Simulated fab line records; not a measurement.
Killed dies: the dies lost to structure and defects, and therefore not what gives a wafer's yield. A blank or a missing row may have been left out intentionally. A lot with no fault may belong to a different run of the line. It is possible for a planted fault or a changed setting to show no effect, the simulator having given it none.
fab line records    flow n5_finfet
[record] lots = 7  wafers = 21
route steps=1938 shown BEOL_M0_SAQP@683 BEOL_M0@726 BEOL_M1@770 BEOL_M2@843 BEOL_M4@1021 BEOL_M6@1239 BEOL_M7@1290
start_h: hours from the record's first day to the start of the lot's first wafer shown    wait_h: how many hours have passed since the lot's step before this one    " identical to the entry in the row above    L1.1+2: a row that stands for several wafers    - no value, or no start was given    * or withheld: withheld    < > ~ a bound
route shown NAME@n: names a module that has steps shown in the file, with the first one's number in the route    usual: mean and standard deviation over wafers with no fault    same: alike in all rows    chamber/n: place in a boat    sites: readings site by site    _std_site: the standard deviation of these    _edge_site: inner sites' mean taken away from outer sites' mean    radius_mm: how far each site lies from the wafer's centre    mask NAME#n: copy n    behind: the most recent tool/chamber to have shaped the wafer    hold: reason for holding the lot/hours on hold/outcome of the hold    device: which transistor (n, p or np) failed to switch    end of line: tests of these same wafers at the route's end    a step with no rows: only its recipe    killed: dies that structure and defects cost at the first sort, which is not the same as the wafer's yield    map: dies across one wafer; x = killed, . = not, _ = none there
set.NAME: the setting the step ran with; set.NAME@STEP: the setting that earlier step ran with    model.NAME: the simulator's own value behind a step, which no gauge read
lots where settings were altered on purpose, with a table for each step and a row for each wafer
[[steps]]
[step N5_BEOL_M0_SAQP_COAT_34]
[recipe] resist = CAR-EUV  spin_rpm = 1500  resist_thk_nm = 30
lot.wafer   tool            chamber  start_h  wait_h  set.spin_rpm  model.CAR-EUV_of_BEOL_M0_SAQP_COAT_34.thk_nm
L074.3+5    litho_track-01  0        -        -       1403          31
L074.6      "               0        "        "       1500          30
L076.2+3+4  litho_track-01  0        -        -       1500          30
L079.1+4+6  litho_track-01  0        -        -       1500          30
L083.1+5    litho_track-03  0        -        -       1500          30
L083.6      "               0        "        "       1500          30.2
L088.1+5    litho_track-05  0        -        -       1500          30
L088.3      "               0        "        "       1405          31
L092.2+5+6  litho_track-05  0        -        -       1414          31
L095.1+4    litho_track-01  0        -        -       1382          31.2
L095.5      "               0        "        "       1500          29.8
[step N5_BEOL_M0_SAQP_EBR_36]
[recipe] solvent = PGMEA  ebr_width_mm = 1.5
[step N5_BEOL_M0_SAQP_SOFTBAKE_35]
[recipe] temp_c = 110  time_s = 60  resist = CAR-EUV
[step N5_BEOL_M0_SAQP_EXPOSE_37]
[recipe] mask_id = M0_CUT1  na = 0.33  source_shape = annular  sigma_inner = 0.35  sigma_outer = 0.8  polarization = unpolarized  target_cd_nm = 30  dose_mj = 44.75
[step N5_BEOL_M0_SAQP_PEB_38]
[recipe] peb_temp_c = 100  peb_time_s = 60  resist = CAR-EUV
[step N5_BEOL_M0_SAQP_DEVELOP_39]
[recipe] develop_time_s = 30  developer = TMAH  resist = CAR-EUV  rinse_liquid = surfactant_rinse  dry = air_spin  dev_temp_c = 23
lot.wafer   tool            chamber  start_h  wait_h  set.spin_rpm@BEOL_M0_SAQP_COAT_34  model.CAR-EUV_of_BEOL_M0_SAQP_COAT_34.thk_nm
L074.3+5    litho_track-01  0        -        -       1403                               30.6
L074.6      "               0        "        "       1500                               29.6
L076.2+3+4  litho_track-03  0        -        -       1500                               29.6
L079.1      litho_track-01  0        -        -       1500                               29.4
L079.4+6    "               0        "        "       1500                               29.6
L083.1+5+6  litho_track-05  0        -        -       1500                               29.6
L088.1+5    litho_track-01  0        -        -       1500                               29.6
L088.3      "               0        "        "       1405                               30.4
L092.2+5    litho_track-03  0        -        -       1414                               30.4
L092.6      "               0        "        "       1414                               30.6
L095.1      litho_track-05  0        -        -       1382                               30.6
L095.4      "               0        "        "       1382                               30.8
L095.5      "               0        "        "       1500                               29.4
[step N5_BEOL_M0_SAQP_DESCUM_45]
[recipe] chemistry = O2  time_s = 7  source_power_w = 50  bias_power_w = 20  pressure_mtorr = 20  rf_frequency_hz = 2.712e+07  temp_c = 40  resist = CAR-EUV  o2_flow_sccm = 225
lot.wafer   tool         chamber  start_h  wait_h  set.spin_rpm@BEOL_M0_SAQP_COAT_34  model.CAR-EUV_of_BEOL_M0_SAQP_COAT_34.thk_nm
L074.3      rie_diel-05  1        115.75   0.2     1403                               27.2
L074.5      "            1        "        "       1403                               27
L074.6      "            2        "        "       1500                               26
L076.2      rie_diel-02  2        127.37   0.1     1500                               26.2
L076.3+4    "            0,3      "        "       1500                               26
L079.1+4    rie_diel-01  3,2      143.75   0.3     1500                               26
L079.6      "            2        "        "       1500                               26.2
L083.1+5+6  rie_diel-02  1,1,2    166.64   0.0     1500                               26.2
L088.1+5    rie_diel-02  3        205.14   0.0     1500                               26
L088.3      "            2        "        "       1405                               27
L092.2+5+6  rie_diel-01  1,1,2    225.38   0.0     1414                               27
L095.1+4    rie_diel-01  2,0      239.75   0.0     1382                               27.2
L095.5      "            2        "        "       1500                               26
[step N5_BEOL_M0_SAQP_ETCH_88]
[recipe] chemistry = N2/H2  target = underlayer  target_depth_a = 65  time_s = 5.2  ion_energy_ev = 200  mask_material = CAR-EUV  pressure_mtorr = 30  source_w = 840  bias_w = 150  n2_flow_sccm = 200  h2_flow_sccm = 200  ends = cleared
lot.wafer  tool         chamber  start_h  wait_h  set.spin_rpm@BEOL_M0_SAQP_COAT_87  model.etch.depth_nm
L074.3     rie_diel-05  1        115.78   0.0     1500                               5.008
L074.5     "            1        "        "       1500                               5.006
L074.6     "            2        "        "       1500                               5.009
L076.2     rie_diel-02  2        127.40   0.0     1500                               4.999
L076.3     "            0        "        "       1500                               5.006
L076.4     "            3        "        "       1500                               4.998
L079.1     rie_diel-01  3        143.79   0.0     1500                               5.001
L079.4     "            2        "        "       1500                               5.007
L079.6     "            2        "        "       1453                               5.072
L083.1     rie_diel-02  1        166.67   0.0     1621                               4.815
L083.5     "            1        "        "       1500                               4.996
L083.6     "            2        "        "       1500                               4.992
L088.1     rie_diel-02  3        205.17   0.0     1500                               4.983
L088.3     "            2        "        "       1580                               4.845
L088.5     "            3        "        "       1500                               4.989
L092.2     rie_diel-01  1        225.42   0.0     1421                               5.129
L092.5     "            1        "        "       1500                               4.995
L092.6     "            2        "        "       1500                               4.994
L095.1     rie_diel-01  2        239.79   0.0     1500                               5.002
L095.4     "            0        "        "       1500                               4.998
L095.5     "            2        "        "       1500                               4.999
[step N5_BEOL_M0_ETCH_109]
[recipe] chemistry = CH3F/O2  target_depth_a = 80  overetch_a = 24  target = SiCN  time_s = 27.4  ion_energy_ev = 120  pressure_mtorr = 30  source_w = 395  bias_w = 75  Ar_flow_sccm = 150  CH3F_flow_sccm = 30  O2_flow_sccm = 20
[usual] rf_vpp_V = 297.4/1.7
lot.wafer  tool         chamber  start_h  wait_h  set.bias_w  rf_vpp_V
L074.3     rie_diel-06  3        121.85   0.2     75          299.2
L074.5     "            1        "        "       67.62       279.8
L074.6     "            2        "        "       75          297.9
L076.2     rie_diel-06  3        130.58   0.0     75          299.4
L076.3     "            2        "        "       75          298.1
L076.4     "            2        "        "       75          298.4
L079.1     rie_diel-06  0        153.75   0.0     79.61       312.0
L079.4     "            1        "        "       75          299.2
L079.6     "            0        "        "       79.61       309.7
L083.1     rie_diel-04  3        172.52   0.0     64.78       270.4
L083.5     "            0        "        "       64.78       270.2
L083.6     "            1        "        "       75          295.3
L088.1     rie_diel-04  0        215.08   0.0     81.48       311.7
L088.3     "            3        "        "       75          297.8
L088.5     "            1        "        "       75          295.8
L092.2     rie_diel-04  0        228.32   0.2     75          294.9
L092.5     "            1        "        "       75          295.5
L092.6     "            2        "        "       75          297.0
L095.1     rie_diel-03  3        246.76   0.0     75          295.2
L095.4     "            2        "        "       75          295.8
L095.5     "            3        "        "       75          294.8
[step N5_BEOL_M1_ETCH_64]
[recipe] chemistry = N2/H2  target = SOC  target_depth_a = 750  overetch_a = 150  mask_material = SiARC  temp_c = 40  time_s = 112.5  ion_energy_ev = 200  pressure_mtorr = 30  source_w = 840  bias_w = 150  n2_flow_sccm = 200  h2_flow_sccm = 200
[usual] rf_vpp_V = 525.5/2.2
lot.wafer  tool         chamber  start_h  wait_h  set.bias_w  rf_vpp_V  model.SiARC_of_BEOL_M1_COAT_62.thk_nm
L074.3     rie_diel-01  3        126.69   0.0     134         489.7     7.4
L074.5     "            2        "        "       150         520.5     7
L074.6     "            3        "        "       134         488.6     7.4
L076.2     rie_diel-01  2        134.95   0.0     150         520.0     7
L076.3     "            1        "        "       150         526.0     7
L076.4     "            0        "        "       150         525.6     6.6
L079.1     rie_diel-02  2        158.86   0.0     128.4       473.8     7.8
L079.4     "            3        "        "       128.4       479.4     7.8
L079.6     "            1        "        "       128.4       476.6     7.6
L083.1     rie_diel-02  0        178.52   0.0     150         527.4     7
L083.5     "            3        "        "       160.9       552.1     6.2
L083.6     "            0        "        "       150         526.3     7
L088.1     rie_diel-02  0        220.42   0.0     150         526.6     7
L088.3     "            2        "        "       174.3       575.3     6
L088.5     "            0        "        "       174.3       578.3     6
L092.2     rie_diel-01  3        235.00   0.0     132         483.0     7.6
L092.5     "            2        "        "       132         488.1     7.6
L092.6     "            3        "        "       150         524.7     6.8
L095.1     rie_diel-02  3        252.52   0.0     170.1       571.6     6
L095.4     "            1        "        "       170.1       568.9     5.8
L095.5     "            2        "        "       150         522.1     7
[step N5_BEOL_M2_PECVD_72]
[recipe] material = SiO2  target_thk_a = 160  temp_c = 400  precursor = TEOS/O2  pressure_torr = 5.5  rf_w = 450  teos_flow_sccm = 53.8  gas = O2  flow_sccm = 3000  time_s = 18
lot.wafer  tool      chamber  start_h  wait_h  set.time_s  model.SiO2_of_BEOL_M2_PECVD_72.thk_nm
L074.3     pecvd-04  0        134.86   0.0     18          15.8
L074.5+6   "         0,2      "        "       15.81       14
L076.2+3   pecvd-04  1,2      142.82   0.0     18          15.8
L076.4     "         0        "        "       18          16.4
L079.1     pecvd-03  1        171.20   0.0     18          15.6
L079.4     "         2        "        "       18          15.8
L079.6     "         0        "        "       18          16.4
L083.1     pecvd-04  2        202.72   0.0     18          15.8
L083.5     "         2        "        "       20.67       18.4
L083.6     "         1        "        "       20.67       18.2
L088.1     pecvd-02  1        229.64   0.0     18          16
L088.3     "         0        "        "       18          16.4
L088.5     "         1        "        "       20.24       18
L092.2     pecvd-04  2        242.22   0.0     18          15.8
L092.5     "         2        "        "       20.53       18.2
L092.6     "         0        "        "       20.53       18.6
L095.1     pecvd-04  0        260.92   0.0     16.75       14.8
L095.4     "         0        "        "       16.75       15
L095.5     "         1        "        "       18          16.2
[step N5_BEOL_M2_HM_DEP_02]
[recipe] material = TiN  target_thk_a = 200  temp_c = 25  chamber_pressure_pa = 0.49996
[step N5_BEOL_M2_COAT_61]
[recipe] resist = SOC  temp_c = 250  time_s = 60  spin_rpm = 1500  resist_thk_nm = 60
[step N5_BEOL_M2_STRIP_97]
[recipe] chemistry = N2/H2  time_s = 10  power_w = 450  temp_c = 40  pressure_mtorr = 20  rf_frequency_hz = 6e+07  bias_power_w = 7  n2_flow_sccm = 200  h2_flow_sccm = 200
[step N5_BEOL_M2_HM_STRIP_39]
[recipe] chemistry = peroxide_tin_strip  material = TiN  target_depth_a = 250  temp_c = 50  time_s = 158
lot.wafer  tool          chamber  start_h  wait_h  set.time_s@BEOL_M2_PECVD_72  model.SiO2_of_BEOL_M2_PECVD_72.thk_nm
L074.3     wet_bench-02  4        161.57   0.0     18                           15.6
L074.5     "             2        "        "       15.81                        14
L074.6     "             5        "        "       15.81                        13.8
L076.2+3   wet_bench-05  2,7      171.91   0.0     18                           15.6
L076.4     "             4        "        "       18                           16.2
L079.1     wet_bench-01  2        181.43   0.0     18                           15.4
L079.4     "             7        "        "       18                           15.6
L079.6     "             3        "        "       18                           16.2
L083.1     wet_bench-02  6        215.86   0.0     18                           15.8
L083.5+6   "             5,4      "        "       20.67                        18.2
L088.1     wet_bench-05  1        251.68   0.0     18                           15.8
L088.3     "             0        "        "       18                           16.2
L088.5     "             7        "        "       20.24                        17.8
L092.2     wet_bench-05  0        263.68   0.0     18                           15.6
L092.5     "             6        "        "       20.53                        18.2
L092.6     "             7        "        "       20.53                        18.4
L095.1     wet_bench-02  5        274.80   0.0     16.75                        14.6
L095.4     "             6        "        "       16.75                        14.8
L095.5     "             0        "        "       18                           16
[step N5_BEOL_M4_ILD_DEP_00]
[recipe] material = SiOC  target_thk_a = 790  temp_c = 350  precursor = DEMS/O2  pressure_torr = 5  rf_w = 500  time_s = 15.3
lot.wafer  tool      chamber  start_h  wait_h  set.time_s  model.SiOC_of_BEOL_M4_ILD_DEP_00.thk_nm
L074.3     pecvd-03  1        173.08   0.0     17.48       89
L074.5     "         1        "        "       15.3        79.2
L074.6     "         0        "        "       15.3        78.2
L076.2     pecvd-03  1        192.98   0.0     15.3        79
L076.3     "         0        "        "       15.3        79.2
L076.4     "         0        "        "       15.3        79.6
L079.1     pecvd-03  0        214.73   0.0     17.24       88.8
L079.4     "         0        "        "       15.3        80
L079.6     "         1        "        "       15.3        79.4
L083.1     pecvd-03  1        231.72   0.0     15.3        77.2
L083.5     "         1        "        "       15.3        78.6
L083.6     "         2        "        "       15.3        79
L088.1     pecvd-01  2        267.59   0.0     15.3        79.2
L088.3     "         1        "        "       17.16       88
L088.5     "         0        "        "       15.3        79.8
L092.2     pecvd-01  1        288.29   0.0     15.3        77.6
L092.5     "         1        "        "       15.3        79
L092.6     "         0        "        "       15.3        77.8
L095.1     pecvd-04  0        297.51   0.0     15.3        78.6
L095.4     "         0        "        "       15.3        80.2
L095.5     "         1        "        "       17.57       92
[step N5_BEOL_M4_THK_MEAS_01]
[recipe] reads = SiOC_of_BEOL_M4_ILD_DEP_00
[usual] M4_ILD_THK = 78.8/0.92
lot.wafer  tool           chamber  start_h  wait_h  set.time_s@BEOL_M4_ILD_DEP_00  M4_ILD_THK[nm]
L074.3     film_metro-02  -        173.15   0.1     17.48                          89.1
L074.5     "              -        "        "       15.3                           79.1
L074.6     "              -        "        "       15.3                           78.3
L076.2     film_metro-01  -        193.05   0.1     15.3                           79.1
L076.3     "              -        "        "       15.3                           79.2
L076.4     "              -        "        "       15.3                           79.6
L079.1     film_metro-01  -        214.80   0.0     17.24                          88.8
L079.4     "              -        "        "       15.3                           79.9
L079.6     "              -        "        "       15.3                           79.4
L083.1     film_metro-02  -        231.78   0.0     15.3                           77.2
L083.5     "              -        "        "       15.3                           78.5
L083.6     "              -        "        "       15.3                           79.1
L088.1     film_metro-02  -        267.66   0.0     15.3                           79.1
L088.3     "              -        "        "       17.16                          87.9
L088.5     "              -        "        "       15.3                           79.7
L092.2     film_metro-02  -        288.36   0.1     15.3                           77.7
L092.5     "              -        "        "       15.3                           78.9
L092.6     "              -        "        "       15.3                           77.9
L095.1     film_metro-01  -        297.58   0.0     15.3                           78.7
L095.4     "              -        "        "       15.3                           80.2
L095.5     "              -        "        "       17.57                          92.0
[step N5_BEOL_M6_TRENCH_ETCH_37]
[recipe] chemistry = C4F6/O2  target_depth_a = 944.35  target = SiCOH_lowk  time_s = 31.5  ion_energy_ev = 250  pressure_mtorr = 30  source_w = 345  bias_w = 185  Ar_flow_sccm = 300  C4F6_flow_sccm = 10  O2_flow_sccm = 10
lot.wafer  tool         chamber  start_h  wait_h  set.time_s  model.etch.depth_nm  model.BEOL_M6.feature_depth_nm
L076.2     rie_diel-04  3        -        -       31.5        92.3                 92.2
L076.3     "            1        "        "       31.5        92.58                92.6
L076.4     "            0        "        "       31.5        94.16                94.2
L074.3     rie_diel-06  0        -        -       31.5        94.43                94.4
L074.5     "            1        "        "       31.5        96.06                96
L074.6     "            0        "        "       28.38       85.01                85
L079.1     rie_diel-04  2        -        -       36.86       106.7                106.6
L079.4     "            0        "        "       31.5        93.53                93.6
L079.6     "            0        "        "       31.5        93.05                93
L083.1     rie_diel-06  0        -        -       31.5        94.13                94.2
L083.5     "            0        "        "       31.5        94.64                94.6
L083.6     "            1        "        "       31.5        96.8                 96.8
L088.1     rie_diel-06  2        -        -       28.13       84.93                85
L088.3     "            1        "        "       28.13       84.19                84.2
L088.5     "            0        "        "       31.5        91.78                91.8
L092.2     rie_diel-04  1        -        -       31.5        92.61                92.6
L092.5     "            2        "        "       37.55       111.7                111.6
L092.6     "            1        "        "       31.5        92.97                93
L095.1     rie_diel-04  2        -        -       31.5        93.07                93
L095.4     "            1        "        "       29.55       86.72                86.8
L095.5     "            0        "        "       31.5        92.31                92.4
[step N5_BEOL_M6_ETCH_41]
[recipe] chemistry = CH3F/O2  target = SiCN  target_depth_a = 297  taper_deg = 2  time_s = 52  ion_energy_ev = 120  mask_material = TiN  pressure_mtorr = 30  source_w = 395  bias_w = 75  Ar_flow_sccm = 150  CH3F_flow_sccm = 30  O2_flow_sccm = 20
[step N5_BEOL_M6_STRIP_80]
[recipe] chemistry = N2/H2  time_s = 10  power_w = 450  temp_c = 40  pressure_mtorr = 20  rf_frequency_hz = 6e+07  bias_power_w = 7  n2_flow_sccm = 200  h2_flow_sccm = 200
[step N5_BEOL_M6_OCD_MEAS_38]
[usual] trench_depth_nm = 93.6/1.5
lot.wafer  tool    chamber  start_h  wait_h  set.time_s@BEOL_M6_TRENCH_ETCH_37  trench_depth_nm
L076.2     ocd-01  -        220.09   -       31.5                               92.2
L076.3     "       -        "        "       31.5                               92.7
L076.4     "       -        "        "       31.5                               94.2
L074.3     ocd-01  -        227.12   -       31.5                               94.0
L074.5     "       -        "        "       31.5                               96.2
L074.6     "       -        "        "       28.38                              85.6
L079.1     ocd-02  -        255.48   -       36.86                              106.4
L079.4     "       -        "        "       31.5                               93.7
L079.6     "       -        "        "       31.5                               93.3
L083.1     ocd-02  -        278.87   -       31.5                               94.1
L083.5     "       -        "        "       31.5                               95.0
L083.6     "       -        "        "       31.5                               96.9
L088.1     ocd-02  -        326.68   -       28.13                              84.9
L088.3     "       -        "        "       28.13                              84.1
L088.5     "       -        "        "       31.5                               91.8
L092.2     ocd-02  -        330.25   -       31.5                               92.6
L092.5     "       -        "        "       37.55                              111.9
L092.6     "       -        "        "       31.5                               92.7
L095.1     ocd-01  -        353.64   -       31.5                               93.1
L095.4     "       -        "        "       29.55                              86.4
L095.5     "       -        "        "       31.5                               92.2
[step N5_BEOL_M6_HM_STRIP_39]
[recipe] chemistry = peroxide_tin_strip  material = TiN  target_depth_a = 250  temp_c = 50  time_s = 158
[step N5_BEOL_M6_SRD_40]
[recipe] time_s = 30  temp_c = 23  rinse_liquid = diw  dry = ipa_marangoni
[step N5_BEOL_M6_ECD_50]
[recipe] material = Cu  target_thk_a = 3000
[step N5_BEOL_M6_ANNEAL_51]
[recipe] temp_c = 225  time_s = 90  ambient = N2
[step N5_BEOL_M6_CMP_52]
[recipe] stop_on = SiCOH_lowk  t_overpolish_s = 6.9  down_force_psi = 1  platen_rpm = 50  clearing_platen_down_force_psi = 1.5  clearing_platen_rpm = 50  post_cmp_clean = cu_alkaline  target_thk_nm = 80  clearing_platen_pad_velocity_m_s = 0.99484  pad_velocity_m_s = 0.99484
lot.wafer  tool    chamber  start_h  wait_h  set.time_s@BEOL_M6_TRENCH_ETCH_37  model.Cu_of_BEOL_M6_ECD_50.thk_nm
L076.4     cmp-02  1        222.34   0.1     31.5                               81.8
L076.2     "       2        "        "       31.5                               77
L076.3     "       0        "        "       31.5                               77.4
L074.3     cmp-02  3        230.13   0.2     31.5                               80.8
L074.5     "       2        "        "       31.5                               81.4
L074.6     "       3        "        "       28.38                              70.2
L079.4     cmp-02  2        257.97   0.1     31.5                               78.8
L079.1     "       3        "        "       36.86                              92.4
L079.6     "       2        "        "       31.5                               78.6
L083.1     cmp-02  0        282.04   0.6     31.5                               78.8
L083.6     "       1        "        "       31.5                               85
L083.5     "       2        "        "       31.5                               79.4
L088.1+3   cmp-03  0,3      328.68   0.3     28.13                              70.6
L088.5     "       1        "        "       31.5                               77.2
L092.2     cmp-02  2        333.26   0.2     31.5                               78.2
L092.6     "       1        "        "       31.5                               80.4
L092.5     "       2        "        "       37.55                              97.2
L095.4     cmp-02  0        356.71   0.2     29.55                              70.6
L095.1     "       2        "        "       31.5                               78
L095.5     "       3        "        "       31.5                               77
[step N5_BEOL_M6_THK_MEAS_53]
[recipe] thk_meas_gauge = xrf  reads = Cu_of_BEOL_M6_ECD_50
[usual] M6_THK = 79.1/2
lot.wafer  tool           chamber  start_h  wait_h  set.time_s@BEOL_M6_TRENCH_ETCH_37  M6_THK[nm]
L076.2     film_metro-02  -        222.64   -       31.5                               76.8
L076.3     "              -        "        "       31.5                               77.3
L076.4     "              -        "        "       31.5                               82.0
L074.3     film_metro-02  -        230.39   -       31.5                               81.5
L074.5     "              -        "        "       31.5                               82.1
L074.6     "              -        "        "       28.38                              70.4
L079.1     film_metro-02  -        258.27   -       36.86                              93.4
L079.4     "              -        "        "       31.5                               79.4
L079.6     "              -        "        "       31.5                               79.2
L083.1     film_metro-01  -        282.22   -       31.5                               78.9
L083.5     "              -        "        "       31.5                               79.9
L083.6     "              -        "        "       31.5                               85.2
L088.1     film_metro-02  -        328.97   -       28.13                              69.6
L088.3     "              -        "        "       28.13                              69.7
L088.5     "              -        "        "       31.5                               76.1
L092.2     film_metro-02  -        333.52   -       31.5                               78.3
L092.5     "              -        "        "       37.55                              97.9
L092.6     "              -        "        "       31.5                               80.4
L095.1     film_metro-02  -        356.97   -       31.5                               78.5
L095.4     "              -        "        "       29.55                              71.0
L095.5     "              -        "        "       31.5                               77.4
[step N5_BEOL_M6_PRE_CLEAN_55]
[recipe] gas = NH3  time_s = 15  temp_c = withheld  rf_power_w = 300
[step N5_BEOL_M6_DEP_56]
[recipe] material = SiCN  target_thk_a = 100  temp_c = withheld  precursor = 3MS/NH3  pressure_torr = 3  rf_w = 202  time_s = 17.5
[step N5_BEOL_M6_RS_MEAS_57]
[recipe] thk_meas_gauge = four-point-probe  reads = Cu_of_BEOL_M6_ECD_50+Co_of_BEOL_M6_CVD_78+TaN_of_BEOL_M6_ALD_77
[usual] M6_RS = 0.290/0.0086
lot.wafer  tool           chamber  start_h  wait_h  set.time_s@BEOL_M6_TRENCH_ETCH_37  M6_RS[ohm/sq]
L076.2     film_metro-02  -        222.80   0.1     31.5                               0.299
L076.3     "              -        "        "       31.5                               0.297
L076.4     "              -        "        "       31.5                               0.279
L074.3     film_metro-01  -        230.55   0.1     31.5                               0.283
L074.5     "              -        "        "       31.5                               0.280
L074.6     "              -        "        "       28.38                              0.334
L079.1     film_metro-02  -        258.41   0.1     36.86                              0.242
L079.4     "              -        "        "       31.5                               0.291
L079.6     "              -        "        "       31.5                               0.291
L083.1     film_metro-02  -        282.35   0.1     31.5                               0.291
L083.5     "              -        "        "       31.5                               0.288
L083.6     "              -        "        "       31.5                               0.266
L088.1     film_metro-01  -        329.11   0.1     28.13                              0.331
L088.3     "              -        "        "       28.13                              0.332
L088.5     "              -        "        "       31.5                               0.299
L092.2     film_metro-01  -        333.65   0.1     31.5                               0.294
L092.5     "              -        "        "       37.55                              0.228
L092.6     "              -        "        "       31.5                               0.284
L095.1     film_metro-01  -        357.10   0.1     31.5                               0.294
L095.4     "              -        "        "       29.55                              0.331
L095.5     "              -        "        "       31.5                               0.299
[step N5_BEOL_M7_COAT_22]
[recipe] resist = CAR-EUV  spin_rpm = 1500  resist_thk_nm = 30
lot.wafer   tool            chamber  start_h  wait_h  set.spin_rpm  model.CAR-EUV_of_BEOL_M7_COAT_22.thk_nm
L076.2+3+4  litho_track-01  0        -        -       1500          29.8
L074.3+5    litho_track-04  0        -        -       1431          30.6
L074.6      "               0        "        "       1500          30
L079.1      litho_track-01  0        -        -       1500          30
L079.4      "               0        "        "       1392          31.4
L079.6      "               0        "        "       1500          30.2
L083.1+5    litho_track-01  0        -        -       1500          29.8
L083.6      "               0        "        "       1500          30
L088.1      litho_track-03  0        -        -       1391          31.4
L088.3+5    "               0        "        "       1500          30.2
L092.2+5    litho_track-01  0        -        -       1500          29.8
L092.6      "               0        "        "       1624          28.6
L095.1      litho_track-01  0        -        -       1500          29.8
L095.4      "               0        "        "       1415          30.8
L095.5      "               0        "        "       1500          30
[[key]]
[split] step = N5_BEOL_M0_SAQP_COAT_34  setting = spin_rpm  stated = 1500  by = wafer
[response] step = N5_BEOL_M0_SAQP_COAT_34  reading = model.CAR-EUV_of_BEOL_M0_SAQP_COAT_34.thk_nm  change = -0.166  per = 1%  r = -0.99
[response] step = N5_BEOL_M0_SAQP_DEVELOP_39  reading = model.CAR-EUV_of_BEOL_M0_SAQP_COAT_34.thk_nm  change = -0.151  per = 1%  r = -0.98
[response] step = N5_BEOL_M0_SAQP_DESCUM_45  reading = model.CAR-EUV_of_BEOL_M0_SAQP_COAT_34.thk_nm  change = -0.159  per = 1%  r = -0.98
[split] step = N5_BEOL_M0_ETCH_109  setting = bias_w  stated = 75  by = wafer
[response] step = N5_BEOL_M0_ETCH_109  reading = rf_vpp_V  change = +1.83  per = 1%  r = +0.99
[split] step = N5_BEOL_M1_ETCH_64  setting = bias_w  stated = 150  by = wafer
[response] step = N5_BEOL_M1_ETCH_64  reading = rf_vpp_V  change = +3.25  per = 1%  r = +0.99
[response] step = N5_BEOL_M1_ETCH_64  reading = model.SiARC_of_BEOL_M1_COAT_62.thk_nm  change = -0.0673  per = 1%  r = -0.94
[split] step = N5_BEOL_M2_PECVD_72  setting = time_s  stated = 18  by = wafer
[response] step = N5_BEOL_M2_PECVD_72  reading = model.SiO2_of_BEOL_M2_PECVD_72.thk_nm  change = +0.165  per = 1%  r = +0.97
[response] step = N5_BEOL_M2_HM_STRIP_39  reading = model.SiO2_of_BEOL_M2_PECVD_72.thk_nm  change = +0.163  per = 1%  r = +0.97
[split] step = N5_BEOL_M4_ILD_DEP_00  setting = time_s  stated = 15.3  by = wafer
[response] step = N5_BEOL_M4_ILD_DEP_00  reading = model.SiOC_of_BEOL_M4_ILD_DEP_00.thk_nm  change = +0.755  per = 1%  r = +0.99
[response] step = N5_BEOL_M4_THK_MEAS_01  reading = M4_ILD_THK  change = +0.754  per = 1%  r = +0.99
[split] step = N5_BEOL_M6_TRENCH_ETCH_37  setting = time_s  stated = 31.5  by = wafer
[response] step = N5_BEOL_M6_TRENCH_ETCH_37  reading = model.etch.depth_nm  change = +0.886  per = 1%  r = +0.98
[response] step = N5_BEOL_M6_TRENCH_ETCH_37  reading = model.BEOL_M6.feature_depth_nm  change = +0.882  per = 1%  r = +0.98
[response] step = N5_BEOL_M6_OCD_MEAS_38  reading = trench_depth_nm  change = +0.881  per = 1%  r = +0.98
[response] step = N5_BEOL_M6_CMP_52  reading = model.Cu_of_BEOL_M6_ECD_50.thk_nm  change = +0.878  per = 1%  r = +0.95
[response] step = N5_BEOL_M6_THK_MEAS_53  reading = M6_THK  change = +0.903  per = 1%  r = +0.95
[response] step = N5_BEOL_M6_RS_MEAS_57  reading = M6_RS  change = -0.00341  per = 1%  r = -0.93
[split] step = N5_BEOL_M7_COAT_22  setting = spin_rpm  stated = 1500  by = wafer
[response] step = N5_BEOL_M7_COAT_22  reading = model.CAR-EUV_of_BEOL_M7_COAT_22.thk_nm  change = -0.158  per = 1%  r = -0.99
split outside_this_file step=N5_BEOL_M0_SAQP_COAT_87 setting=spin_rpm
// split outside_this_file: this setting was split too, and the file shows its column; the key of that split is in another file
